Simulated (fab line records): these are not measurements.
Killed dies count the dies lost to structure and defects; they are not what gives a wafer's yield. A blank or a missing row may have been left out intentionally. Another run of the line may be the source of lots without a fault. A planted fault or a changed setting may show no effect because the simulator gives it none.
The tool behind it: which one? :: flow n5Finfet :: 12 lots, 36 wafers sampled, at 1 step of a route of 1938

== WHAT THE GAUGES SHOWED, per wafer ==
N5_FIN_SAQP_OVL_MEAS_17.
lot: L075
measured: day 2 03:17
on: overlay-02
FIN_CORE_OVL (nm): -0.4 -0.8 -0.5

lot: L077
measured: day 2 15:22
on: overlay-01
FIN_CORE_OVL (nm): -1.1 -1.8 -1.3

lot: L079
measured: day 3 03:34
on: overlay-01
FIN_CORE_OVL (nm): 0.6 0.6 0.4

lot: L081
measured: day 3 16:27
on: overlay-02
FIN_CORE_OVL (nm): 0.8 1.1 -0.9

lot: L083
measured: day 4 04:25
on: overlay-02
FIN_CORE_OVL (nm): -0.3 0.4 -1.1

lot: L085
measured: day 4 16:46
on: overlay-01
FIN_CORE_OVL (nm): 0.4 0.0 0.7

lot: L087
measured: day 5 05:44
on: overlay-02
FIN_CORE_OVL (nm): -1.0 -1.2 0.6

lot: L089
measured: day 5 16:03
on: overlay-02
FIN_CORE_OVL (nm): 1.4 0.0 -0.2

lot: L091
measured: day 6 04:37
on: overlay-01
FIN_CORE_OVL (nm): -0.8 0.2 0.0

lot: L093
measured: day 6 15:44
on: overlay-02
FIN_CORE_OVL (nm): -0.7 0.4 1.4

lot: L095
measured: day 7 03:32
on: overlay-01
FIN_CORE_OVL (nm): 0.0 0.0 -0.5

lot: L097
measured: day 7 15:39
on: overlay-02
FIN_CORE_OVL (nm): 1.2 1.1 0.9

== EACH LOT AND THE TOOL THAT RAN IT (in order: tool; ch and the chambers of the sampled wafers; start) ==
No process step before these readings appears in the record.

== THE ANSWER, worked out from the rows above alone ==
Rule: the lots themselves supply what counts as usual. Put in order of their means at a reading, lots are off if they are a third of the lots or fewer, leave a main group of 4 or more, and stand apart from it by a gap of 3 or more times the standard deviation of the main group's means; of several such gaps the widest counts. Not used: any main group whose means are identical at the precision the tables above print for the reading. A lot without any number at a reading at which 4 lots or more have one is off too. The other lots that the step has rows for count as sound.
No lot is off at any reading shown: from this, nothing can be told.

== WHAT THE SIMULATOR HAD PUT IN ==
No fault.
